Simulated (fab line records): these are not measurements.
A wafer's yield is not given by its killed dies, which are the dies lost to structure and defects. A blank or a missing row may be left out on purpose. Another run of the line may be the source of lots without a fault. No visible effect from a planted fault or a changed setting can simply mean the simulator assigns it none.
Chamber matching | flow n5 finfet | N5_BEOL_M6_ETCH_61 on rie diel-05: 4 sister chambers
The step etches SiARC in CF4, target depth 45.5 nm, time 75.8 s. 14 wafers are shown with their chamber, then 7 later ones without.

WAFERS, EACH WITH ITS CHAMBER
wafer  | chamber | drypump motor current A (A) | showerhead plenum p Torr (Torr) | throttle valve pct (%)
L074.4 | 2       | 6.2                         | 2.05                            | 15.90
L074.5 | 0       | 5.2                         | 2.13                            | 15.48
L074.6 | 3       | 4.8                         | 2.22                            | 15.65
L080.1 | 3       | 4.8                         | 2.21                            | 15.68
L080.2 | 1       | 5.4                         | 2.10                            | 15.68
L080.5 | 3       | 4.8                         | 2.21                            | 15.68
L079.1 | 2       | 6.2                         | 2.05                            | 15.92
L079.3 | 0       | 5.2                         | 2.12                            | 15.51
L079.4 | 1       | 5.4                         | 2.10                            | 15.69
L083.3 | 3       | 4.8                         | 2.21                            | 15.69
L083.5 | 2       | 6.2                         | 2.05                            | 15.92
L083.6 | 1       | 5.4                         | 2.10                            | 15.71
L084.3 | 2       | 6.2                         | 2.05                            | 15.92
L084.4 | 2       | 6.3                         | 2.05                            | 15.95

SIGNATURES (averages over the wafers above)
reading                  | chamber 0 | chamber 1 | chamber 2 | chamber 3 | scatter within a chamber
drypump motor current A  | 5.200     | 5.400     | 6.220     | 4.800     | 0.0283
showerhead plenum p Torr | 2.1250    | 2.1000    | 2.0500    | 2.2125    | 0.00354
throttle valve pct       | 15.4950   | 15.6933   | 15.9220   | 15.6750   | 0.0176
Rule: a wafer lies at a distance from a chamber equal to the root of the sum of squares, over the readings, of (its reading less the chamber's mean, divided by the reading's scatter). The wafer belongs to the nearest chamber; if the next one is less than 2 further off, it can't be placed. The scatter: the root of (the sum of the squares of (reading less its chamber's mean) over the shown wafers, divided by (wafers less chambers)).

WAFERS MISSING THEIR CHAMBER
wafer  | drypump motor current A (A) | showerhead plenum p Torr (Torr) | throttle valve pct (%)
L084.6 | 4.8                         | 2.21                            | 15.69
L094.3 | 6.2                         | 2.04                            | 16.00
L094.4 | 4.8                         | 2.20                            | 15.76
L094.6 | 4.8                         | 2.20                            | 15.75
L096.1 | 6.2                         | 2.04                            | 16.00
L096.2 | 4.8                         | 2.20                            | 15.76
L096.4 | 6.2                         | 2.04                            | 15.99

WHICH CHAMBER EACH WENT THROUGH
wafer  | from the rows above | in truth
L084.6 | 3                   | 3
L094.3 | 2                   | 2
L094.4 | 3                   | 3
L094.6 | 3                   | 3
L096.1 | 2                   | 2
L096.2 | 3                   | 3
L096.4 | 2                   | 2
Placed correctly: 7 of 7. Left unplaced by these rows: 0. Wrongly placed: 0.
